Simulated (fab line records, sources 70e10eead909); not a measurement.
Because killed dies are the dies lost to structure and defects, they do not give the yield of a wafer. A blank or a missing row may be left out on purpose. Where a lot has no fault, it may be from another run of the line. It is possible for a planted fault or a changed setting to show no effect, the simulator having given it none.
A struck lot beside a sound one -- flow nand-harc -- 14 out of 1302 route steps
Sound: these wafers, L175.1, L175.3, L175.4. Struck: wafers L188.2, L188.6 (left out: L188.5, a lot-mate that was not struck); the cause follows at the end.
Each step with rows lists, per side, the tool, then ch with its chambers, then its first start. Under that, the readings that differ: sound wafers -- struck wafers -- difference of the means -- sigmas: that difference in standard deviations of wafers without a fault.
alike: a reading whose means differ by less than 2 such deviations, as well as words and numbers matching on both sides. not compared: withheld readings; readings where some wafer has no value; bounds like >300 that might hide an equal value; numbers whose values overlap and for which the record gives no deviation.
The two part at a step that has a row with sigmas, a row that says differs or no value, or rows on one side only. When numbers do not overlap yet have no deviation, they are printed without sigmas and do not part them. Lack of a reading on every wafer of one side parts them only where that side has two or more wafers.

NHARC_A_DECK1_JOINT_ETCHBACK_07: etches the open film in HBr, target depth 105 nm, time 26.9 s.
  sound on rie-si-03 ch 0,2,3, day 10 18:52; struck on rie-si-03 ch 3, day 16 23:01
  alike: bias-w, drypump-motor-current-A, oes-product-au, throttle-valve-pct
  not compared: rf-hours-counter-h
then, 8 steps without rows for these wafers: NHARC_A_DECK1_JOINT_ETCH_25 (etches SiO2 in dHF, target depth 0.5 nm); NHARC_A_DECK1_JOINT_ETCH_19 (etches poly-Si in TMAH, target depth 3 nm); NHARC_A_DECK1_JOINT_ETCH_18 (etches SiO2 in dHF, target depth 3 nm); NHARC_A_DECK1_JOINT_WET_08 (chemistry H3PO4, time 86 s); NHARC_A_DECK1_JOINT_ETCH_09 (etches SiO2 in dHF, target depth 5 nm); NHARC_A_DECK1_JOINT_WET_10 (chemistry H3PO4, time 86 s); NHARC_A_DECK1_JOINT_ETCH_11 (etches SiO2 in dHF, target depth 35 nm); NHARC_A_DECK1_JOINT_CVD_12 (deposits poly-Si, target thk 90 nm, time 1800 s).
NHARC_A_DECK1_JOINT_CMP_13: polishes, target thk 51.023 nm.
  sound on cmp-01 ch 0,1,3, day 11 05:01; struck on cmp-02 ch 2, day 17 09:28
reading,sound,struck,difference,sigmas
time-to-endpoint-s (s),14.8 13.0 13.0,8.9 7.8,-5.2,-2
  alike: motor-current-A
NHARC_A_DECK1_JOINT_THK_MEAS_14: measures by ellipsometry.
  struck on film-metro-01, day 17 09:43; sound on film-metro-02, day 11 05:16
  alike: thk-nm
next, for these wafers, 1 step has no rows: NHARC_A_DECK1_JOINT_SRD_04.
NHARC_A_DECK1_JOINT_ETCHBACK_00: etches the open film in HBr, target depth 30 nm, time 17.4 s.
  sound on rie-si-05 ch 0,3, day 11 05:24; struck on rie-si-05 ch 2, day 17 09:52
reading,sound,struck,difference,sigmas
oes-product-au (a.u.),1.001 0.973 0.991,1.213 1.214,+0.225,+20
  alike: bias-w, drypump-motor-current-A, throttle-valve-pct
  not compared: rf-hours-counter-h
then, 1 step without rows for these wafers: NHARC_A_DECK1_JOINT_PRECLEAN_30 (cleans in SC1).

WHERE THEY PART
First at NHARC_A_DECK1_JOINT_CMP_13; last, within this record, at NHARC_A_DECK1_JOINT_ETCHBACK_00.

WHY: the cause the simulator had injected
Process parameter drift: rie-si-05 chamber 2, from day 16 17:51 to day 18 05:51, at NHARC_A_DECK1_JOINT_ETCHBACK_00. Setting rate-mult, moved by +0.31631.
